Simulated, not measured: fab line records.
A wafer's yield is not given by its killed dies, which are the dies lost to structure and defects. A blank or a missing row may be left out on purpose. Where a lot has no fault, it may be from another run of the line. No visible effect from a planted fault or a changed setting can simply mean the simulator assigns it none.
Which of the tools did it? / flow n5 finfet / 15 wafers from 6 lots sampled at 4 of the route's 1938 steps

## WHAT THE GAUGES SHOWED, per wafer
N5_SD_EPI_N_OVL_MEAS_10.
lot=L427; measured=day 3 14:13; on=overlay-02; SD_N_BLK_OVL (nm)=0.7 -0.5 -0.5
lot=L429; measured=day 3 22:59; on=overlay-02; SD_N_BLK_OVL (nm)=-0.5 -1.0 -0.7
lot=L433; measured=day 5 04:34; on=overlay-02; SD_N_BLK_OVL (nm)=0.5 -1.0 0.6
lot=L437; measured=day 6 00:11; on=overlay-01; SD_N_BLK_OVL (nm)=0.3 -0.6
lot=L445; measured=day 7 23:55; on=overlay-01; SD_N_BLK_OVL (nm)=-1.2 -1.8
lot=L447; measured=day 8 15:20; on=overlay-01; SD_N_BLK_OVL (nm)=-2.5 -1.3

## TOOL THAT RAN EACH LOT (tool first, then ch and the chambers of the sampled wafers, then the start)
lot=L427; N5_DUMMY_GATE_ETCH_36=rie diel-05 ch 2,3, day 3 12:10; N5_DUMMY_GATE_ETCH_44=rie si-06 ch 2,3, day 3 12:55; N5_SPACER0_ALD_00=ald sin-03 ch 1,2,3, day 3 13:30
lot=L429; N5_DUMMY_GATE_ETCH_36=rie diel-05 ch 1,2,3, day 3 20:49; N5_DUMMY_GATE_ETCH_44=rie si-06 ch 0,2, day 3 21:36; N5_SPACER0_ALD_00=ald sin-04 ch 1,2,3, day 3 22:16
lot=L433; N5_DUMMY_GATE_ETCH_36=rie diel-05 ch 0,1,2, day 5 00:13; N5_DUMMY_GATE_ETCH_44=rie si-01 ch 0,1,3, day 5 01:08; N5_SPACER0_ALD_00=ald sin-04 ch 1,2, day 5 03:43
lot=L437; N5_DUMMY_GATE_ETCH_36=rie diel-06 ch 1,3, day 5 22:06; N5_DUMMY_GATE_ETCH_44=rie si-01 ch 0,3, day 5 22:46; N5_SPACER0_ALD_00=ald sin-04 ch 0,1, day 5 23:20
lot=L445; N5_DUMMY_GATE_ETCH_36=rie diel-03 ch 0,2, day 7 21:26; N5_DUMMY_GATE_ETCH_44=rie si-01 ch 1, day 7 22:05; N5_SPACER0_ALD_00=ald sin-02 ch 0,2, day 7 23:11
lot=L447; N5_DUMMY_GATE_ETCH_36=rie diel-03 ch 2, day 8 10:26; N5_DUMMY_GATE_ETCH_44=rie si-06 ch 0,1, day 8 11:22; N5_SPACER0_ALD_00=ald sin-02 ch 2, day 8 14:37
- N5_DUMMY_GATE_ETCH_36: etches SiARC in CF4, target depth 13 nm.
- N5_DUMMY_GATE_ETCH_44: etches poly-Si in HBr/O2, stops on SiO2, target depth 127.5 nm.
- N5_SPACER0_ALD_00: deposits SiOCN, target thk 3.5 nm, pulse time 3 s, purge time 2 s.

## THE ANSWER, worked out from the rows above alone
Rule: the usual values come from the lots themselves. Put in order of their means at a reading, lots are off if they are a third of the lots or fewer, leave a main group of 4 or more, and stand apart from it by a gap of 3 or more times the standard deviation of the main group's means; of several such gaps the widest counts. The tables above print the reading to a certain number of digits; a main group whose means all agree to those digits is not used. A lot without any number at a reading at which 4 lots or more have one is off too. Any other lot the step has rows for is counted as sound.
No lot is off on any of the readings shown, so nothing can be concluded from this.

## WHAT THE SIMULATOR PUT IN
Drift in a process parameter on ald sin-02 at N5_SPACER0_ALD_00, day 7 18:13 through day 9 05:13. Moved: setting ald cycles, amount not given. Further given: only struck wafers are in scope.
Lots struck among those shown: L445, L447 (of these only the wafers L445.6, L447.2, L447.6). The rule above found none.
